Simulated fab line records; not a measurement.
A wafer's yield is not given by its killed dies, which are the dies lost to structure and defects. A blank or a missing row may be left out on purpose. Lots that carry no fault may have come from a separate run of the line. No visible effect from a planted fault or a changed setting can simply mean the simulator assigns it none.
Which tool was responsible? -- flow nandHarc -- 36 wafers from 12 lots sampled at 5 of the route's 1302 steps

== WHAT THE GAUGES SHOWED, per wafer ==
NHARC_A_SLIT_CD_MEAS_21. Usual: cdNm reads 289.8 nm (standard deviation 0.93).
lot,measured,on,cdNm (nm),flag
L458,day 19 23:48,cdSem-02,291.2 289.9 290.3,
L461,day 21 20:18,cdSem-03,290.6 290.3 290.1,
L463,day 22 05:52,cdSem-03,288.6 288.7 288.6,
L468,day 24 05:10,cdSem-03,289.5 290.0 290.9,
L471,day 24 17:16,cdSem-01,289.1 289.5 288.5,
L469,day 25 01:11,cdSem-03,289.2 289.5 289.4,
L473,day 26 14:01,cdSem-01,290.9 290.0 290.2,
L474,day 26 14:30,cdSem-03,289.9 289.4 288.9,
L475,day 26 17:42,cdSem-02,289.8 291.7 291.2,
L476,day 27 22:02,cdSem-03,290.4 291.1 290.0,
L479,day 29 05:28,cdSem-02,290.1 290.6 290.9,
L480,day 29 07:26,cdSem-02,289.1 290.2 289.1,

NHARC_END_SORT_01. Usual: killedAtArray 62, standard deviation 15; killedAtOther 0.8, standard deviation 1; killedAtPeriphery 3.7, standard deviation 2.6; killedDies 66, standard deviation 15; killedOpen 3.1, standard deviation 1.8; killedShort 2.6, standard deviation 1.7.
lot,measured,on,killedAtArray,killedAtOther,killedAtPeriphery,killedDies,killedOpen,killedShort,flag
L479,day 33 19:01,prober-02,79,3,4,86,3,2,

== WHAT TOOL EACH LOT RAN ON (gives the tool, then ch and the chambers of the sampled wafers, and finally the start) ==
lot,NHARC_A_SLIT_DESCUM_14,NHARC_A_SLIT_ETCH_15,NHARC_A_WL_FILL_ALD_00
L458,"rieDiel-02 ch 0,1, day 19 15:09","rieDiel-02 ch 0, day 19 15:38","aldHk-04 ch 1,2, day 20 06:33"
L461,"rieDiel-13 ch 1,2,3, day 21 13:57","rieDiel-13 ch 0,2,3, day 21 20:18 or earlier","aldHk-04 ch 0,1, day 22 03:00"
L463,"rieDiel-02 ch 0,1,3, day 21 23:17","rieDiel-02 ch 0,3, day 22 05:52 or earlier","aldHk-02 ch 2,3, day 22 13:18"
L468,"rieDiel-13 ch 0,1,3, day 23 22:34","rieDiel-13 ch 1,2,3, day 24 05:10 or earlier","aldHk-04 ch 0,1,3, day 24 11:48"
L471,"rieDiel-02 ch 0,2,3, day 24 11:00","rieDiel-02 ch 1,2,3, day 24 17:16 or earlier","aldHk-04 ch 0,1,2, day 24 23:56"
L469,"rieDiel-09 ch 0,2,3, day 24 18:52","rieDiel-09 ch 0,1,3, day 25 01:11 or earlier","aldHk-04 ch 0,2,3, day 25 07:56"
L473,"rieDiel-02 ch 1,3, day 26 07:35","rieDiel-02 ch 0,3, day 26 14:01 or earlier","aldHk-02 ch 0,1,2, day 26 20:34"
L474,"rieDiel-13 ch 1,3, day 26 07:59","rieDiel-13 ch 1,2, day 26 14:30 or earlier","aldHk-03 ch 0,2,3, day 26 20:37"
L475,"rieDiel-09 ch 0,1,3, day 26 08:10","rieDiel-09 ch 0,2,3, day 26 17:42 or earlier","aldHk-02 ch 1,2,3, day 27 01:46"
L476,"rieDiel-13 ch 1,3, day 27 14:57","rieDiel-13 ch 1,2,3, day 27 22:02 or earlier","aldHk-02 ch 0,1, day 28 04:07"
L479,"rieDiel-02 ch 1,2, day 28 23:13","rieDiel-02 ch 1,2, day 29 05:28 or earlier","aldHk-02 ch 0,2,3, day 29 12:10"
L480,"rieDiel-13 ch 0,2,3, day 29 01:07","rieDiel-13 ch 1,2, day 29 07:26 or earlier","aldHk-02 ch 0,1,2, day 29 14:09"
- NHARC_A_SLIT_DESCUM_14: chemistry O2, time 3 s.
- NHARC_A_SLIT_ETCH_15: etches the open film in O2/COS, target depth 6200 nm, time 1612 s.
- NHARC_A_WL_FILL_ALD_00: deposits Al2O3, target thk 3 nm, pulse time 3 s, ald cycles 30.

== AS READ BY THE TOOLS THEMSELVES (means over the sampled wafers that have a number; for cases with no such wafer, the mark the record gives instead) ==
NHARC_A_SLIT_DESCUM_14. Usual: drypumpMotorCurrentA 5.8 A, standard deviation 0.56; oesProductAu 0.996 a.u., standard deviation 0.0089; rfVppV 57.8 V, standard deviation 0.95; showerheadPlenumPTorr 1.91 Torr, standard deviation 0.072; throttleValvePct 11.309 %, standard deviation 0.0097.
lot,tool,drypumpMotorCurrentA (A),oesProductAu (a.u.),rfVppV (V),showerheadPlenumPTorr (Torr),throttleValvePct (%),flag
L458,rieDiel-02,5.5,0.994,56.8,1.85,11.306,
L461,rieDiel-13,5.4,0.985,58.3,1.98,11.307,
L463,rieDiel-02,5.7,0.990,57.4,1.84,11.294,
L468,rieDiel-13,5.6,0.993,57.7,1.94,11.316,
L471,rieDiel-02,6.1,1.001,58.6,1.90,11.306,
L469,rieDiel-09,6.2,0.998,57.4,1.87,11.307,
L473,rieDiel-02,5.1,0.990,56.9,1.84,11.302,
L474,rieDiel-13,5.2,0.990,58.1,1.98,11.313,
L475,rieDiel-09,6.3,1.004,57.6,1.88,11.313,
L476,rieDiel-13,5.2,0.993,58.0,1.98,11.308,
L479,rieDiel-02,5.8,0.998,58.7,1.98,11.315,
L480,rieDiel-13,5.6,0.998,58.7,1.94,11.307,

NHARC_A_SLIT_ETCH_15. Usual: drypumpMotorCurrentA 5.8 A, standard deviation 0.55; oesProductAu 0.994 a.u., standard deviation 0.01; rfFwdPowerW 499.6 W, standard deviation 1.5; rfVppV 314.0 V, standard deviation 1.7; showerheadPlenumPTorr 3.11 Torr, standard deviation 0.11; throttleValvePct 28.330 %, standard deviation 0.0094.
lot,tool,drypumpMotorCurrentA (A),oesProductAu (a.u.),rfFwdPowerW (W),rfVppV (V),showerheadPlenumPTorr (Torr),throttleValvePct (%),flag
L458,rieDiel-02,6.6,0.978,502.8,312.2,3.00,28.329,
L461,rieDiel-13,5.6,0.991,499.0,315.0,3.16,28.329,
L463,rieDiel-02,5.9,0.991,498.5,311.5,2.98,28.333,
L468,rieDiel-13,5.3,0.993,499.2,315.7,3.23,28.326,
L471,rieDiel-02,5.5,0.995,500.5,314.1,3.11,28.340,
L469,rieDiel-09,6.3,1.006,500.8,313.9,3.07,28.328,
L473,rieDiel-02,6.2,0.989,498.8,311.9,2.98,28.338,
L474,rieDiel-13,5.5,0.982,498.7,315.8,3.24,28.314,
L475,rieDiel-09,6.3,1.006,501.5,312.9,3.06,28.327,
L476,rieDiel-13,5.4,0.986,499.2,315.7,3.23,28.326,
L479,rieDiel-02,5.4,0.991,501.0,313.5,3.13,28.330,
L480,rieDiel-13,5.5,0.987,500.1,315.8,3.24,28.333,

NHARC_A_WL_FILL_ALD_00. Usual: heaterPowerW 466 W, standard deviation 40; precursorPulseHeightRel 1.001, standard deviation 0.018.
lot,tool,heaterPowerW (W),precursorPulseHeightRel,flag
L458,aldHk-04,464,1.012,
L461,aldHk-04,457,1.003,
L463,aldHk-02,476,1.003,
L468,aldHk-04,462,1.001,
L471,aldHk-04,483,1.010,
L469,aldHk-04,480,1.003,
L473,aldHk-02,489,1.009,
L474,aldHk-03,455,1.002,
L475,aldHk-02,454,1.008,
L476,aldHk-02,481,0.994,
L479,aldHk-02,466,1.014,
L480,aldHk-02,501,1.007,

== THE ANSWER, worked out from the rows above alone ==
Rule: lot off if the mean of its wafers having a number is beyond 3 standard deviations from the usual mean. A lot without any number at a reading at which 4 lots or more have one is off too. Where the step has rows for the other lots, those lots are counted as sound. The gauges are gone through in route order, then the tools' own readings, and for those a lot's mean is taken as printed above. The first step at which some lot is off is used, and at that step the reading that is off furthest; a lot without a number counts as furthest.
None of the lots is off at any reading shown; this tells nothing.

== WHAT THE SIMULATOR PUT IN ==
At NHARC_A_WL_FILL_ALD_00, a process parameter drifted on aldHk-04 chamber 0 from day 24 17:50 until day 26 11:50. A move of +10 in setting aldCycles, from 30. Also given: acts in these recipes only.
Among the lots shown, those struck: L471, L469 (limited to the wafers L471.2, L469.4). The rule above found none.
